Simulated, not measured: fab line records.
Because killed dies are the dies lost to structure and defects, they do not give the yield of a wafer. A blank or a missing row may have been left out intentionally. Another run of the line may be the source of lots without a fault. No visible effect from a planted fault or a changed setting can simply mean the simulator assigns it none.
What tool caused it?	flow nand harc	36 wafers from 12 lots sampled at 4 of the route's 1302 steps

WHAT THE GAUGES READ, wafer by wafer
NHARC_P_START_INSPECT_01. Usual: raw defect count at 3.4, with a standard deviation of 2.
lot	measured	on	raw defect count	flag
L377	day 1 20:03	defect inspect-01	2 6 8	
L379	day 2 16:02	defect inspect-01	1 2 3	
L383	day 4 08:02	defect inspect-01	2 1 3	
L384	day 4 18:02	defect inspect-02	2 2 3	
L386	day 5 14:02	defect inspect-02	5 2 6	
L388	day 6 10:02	defect inspect-01	3 4 4	
L392	day 8 02:02	defect inspect-02	7 8 3	
L396	day 9 18:02	defect inspect-01	4 4 4	
L397	day 10 04:02	defect inspect-02	8 8 7	
L398	day 10 14:02	defect inspect-01	4 6 4	
L399	day 11 00:03	defect inspect-02	2 4 3	
L400	day 11 10:02	defect inspect-02	4 4 1	

NHARC_P_ZERO_WELL_CD_MEAS_37: target cd 720 nm. Usual: cd nm at 719.4 nm, with a standard deviation of 2.1.
lot	measured	on	cd nm (nm)	flag
L377	day 2 00:12	cd sem-01	719.7 720.4 721.1	
L379	day 2 20:19	cd sem-01	718.3 719.1 716.7	
L383	day 4 14:57	cd sem-03	720.3 719.0 718.7	
L384	day 4 22:00	cd sem-01	721.2 719.8 716.9	
L386	day 5 18:25	cd sem-03	721.3 720.3 720.9	
L388	day 6 14:16	cd sem-01	689.6 689.4 691.4	OFF
L392	day 8 06:14	cd sem-01	723.5 720.9 721.0	
L396	day 9 22:07	cd sem-01	721.7 721.6 722.4	
L397	day 10 08:20	cd sem-02	717.8 717.8 717.7	
L398	day 10 18:50	cd sem-01	720.8 721.2 720.0	
L399	day 11 04:07	cd sem-03	721.9 722.4 720.3	
L400	day 11 14:10	cd sem-02	720.0 722.0 721.6	

WHICH TOOL RAN EACH LOT (tool, then ch and the chambers of the sampled wafers, then the start)
lot	NHARC_P_ZERO_WELL_ETCH_62	NHARC_P_ZERO_WELL_EXPOSE_34
L377	rie diel-02 ch 2,3, day 2 00:03 or earlier	krf scanner-04 ch 0, day 2 00:03
L379	rie diel-11 ch 1,3, day 2 20:09 or earlier	krf scanner-02 ch 0, day 2 20:09
L383	rie diel-10 ch 0,2,3, day 4 14:47 or earlier	krf scanner-03 ch 0, day 4 14:47
L384	rie diel-02 ch 0,2,3, day 4 21:50 or earlier	krf scanner-03 ch 0, day 4 21:50
L386	rie diel-11 ch 1,3, day 5 18:16 or earlier	krf scanner-03 ch 0, day 5 18:16
L388	rie diel-10 ch 0,2, day 6 14:06 or earlier	krf scanner-02 ch 0, day 6 14:06
L392	rie diel-11 ch 0,2,3, day 8 06:04 or earlier	krf scanner-02 ch 0, day 8 06:04
L396	rie diel-11 ch 0,2,3, day 9 21:58 or earlier	krf scanner-03 ch 0, day 9 21:58
L397	rie diel-10 ch 0,3, day 10 08:11 or earlier	krf scanner-04 ch 0, day 10 08:11
L398	rie diel-11 ch 1,2, day 10 18:41 or earlier	krf scanner-02 ch 0, day 10 18:41
L399	rie diel-11 ch 2,3, day 11 03:58 or earlier	krf scanner-04 ch 0, day 11 03:58
L400	rie diel-11 ch 0,2, day 11 14:01 or earlier	krf scanner-02 ch 0, day 11 14:01
- NHARC_P_ZERO_WELL_ETCH_62: etches the open film in CHF3/Ar, target depth 13 nm, time 6.5 s.
- NHARC_P_ZERO_WELL_EXPOSE_34: exposes mask P PWELL, target cd 720 nm.

AS READ BY THE TOOLS THEMSELVES (means over the sampled wafers that have a number; for cases with no such wafer, the mark the record gives instead)
NHARC_P_ZERO_WELL_ETCH_62. Usual: drypump motor current A 5.8 A, standard deviation 0.47; oes product au 0.958 a.u., standard deviation 0.019; rf vpp V 370.8 V, standard deviation 2.8; showerhead plenum p Torr 2.36 Torr, standard deviation 0.12; throttle valve pct 20.217 %, standard deviation 0.0087.
lot	tool	drypump motor current A (A)	oes product au (a.u.)	rf vpp V (V)	showerhead plenum p Torr (Torr)	throttle valve pct (%)	flag
L377	rie diel-02	5.6	0.930	371.8	2.41	20.220	
L379	rie diel-11	5.9	0.959	369.0	2.32	20.217	
L383	rie diel-10	5.8	0.947	372.0	2.39	20.211	
L384	rie diel-02	5.8	0.970	371.1	2.36	20.222	
L386	rie diel-11	6.0	0.931	369.7	2.32	20.213	
L388	rie diel-10	5.4	0.968	370.4	2.38	20.207	
L392	rie diel-11	5.9	0.975	370.6	2.32	20.214	
L396	rie diel-11	5.9	0.931	370.0	2.31	20.208	
L397	rie diel-10	6.3	0.959	373.8	2.46	20.224	
L398	rie diel-11	5.9	0.959	369.1	2.27	20.218	
L399	rie diel-11	6.2	0.953	367.9	2.23	20.214	
L400	rie diel-11	5.8	0.943	369.5	2.29	20.222	

NHARC_P_ZERO_WELL_EXPOSE_34. Usual: focus offset nm at 0.1 nm, with a standard deviation of 0.55.
lot	tool	focus offset nm (nm)	flag
L377	krf scanner-04	0.4	
L379	krf scanner-02	0.4	
L383	krf scanner-03	0.3	
L384	krf scanner-03	-0.4	
L386	krf scanner-03	0.8	
L388	krf scanner-02	0.1	
L392	krf scanner-02	0.0	
L396	krf scanner-03	0.1	
L397	krf scanner-04	0.3	
L398	krf scanner-02	0.5	
L399	krf scanner-04	1.0	
L400	krf scanner-02	0.1	

THE ANSWER, worked out from the rows above alone
Rule: take the mean of a lot's wafers that have a number; if it is more than 3 standard deviations from the usual mean, the lot is off. Also off: a lot with no number at a reading for which 4 or more lots have one. Where the step has rows for the other lots, those lots are counted as sound. The gauges are gone through in route order, then the tools' own readings, and for those a lot's mean is taken as printed above. At the first step where some lot is off, the reading lying furthest off is the one used; lots without a number count as furthest.
Off, at NHARC_P_ZERO_WELL_CD_MEAS_37 on cd nm: L388.
If a tool, at a process step before that reading, ran all the lots that are off and no sound lot after the first of them, it fits. Those tools and the gauges at NHARC_P_ZERO_WELL_CD_MEAS_37 are tried in the same way. NHARC_P_ZERO_WELL_ETCH_62: start missing for some lots; hours and lot order therefore follow NHARC_P_ZERO_WELL_EXPOSE_34. No candidate that was tried fits.

WHAT HAD BEEN PUT IN BY THE SIMULATOR
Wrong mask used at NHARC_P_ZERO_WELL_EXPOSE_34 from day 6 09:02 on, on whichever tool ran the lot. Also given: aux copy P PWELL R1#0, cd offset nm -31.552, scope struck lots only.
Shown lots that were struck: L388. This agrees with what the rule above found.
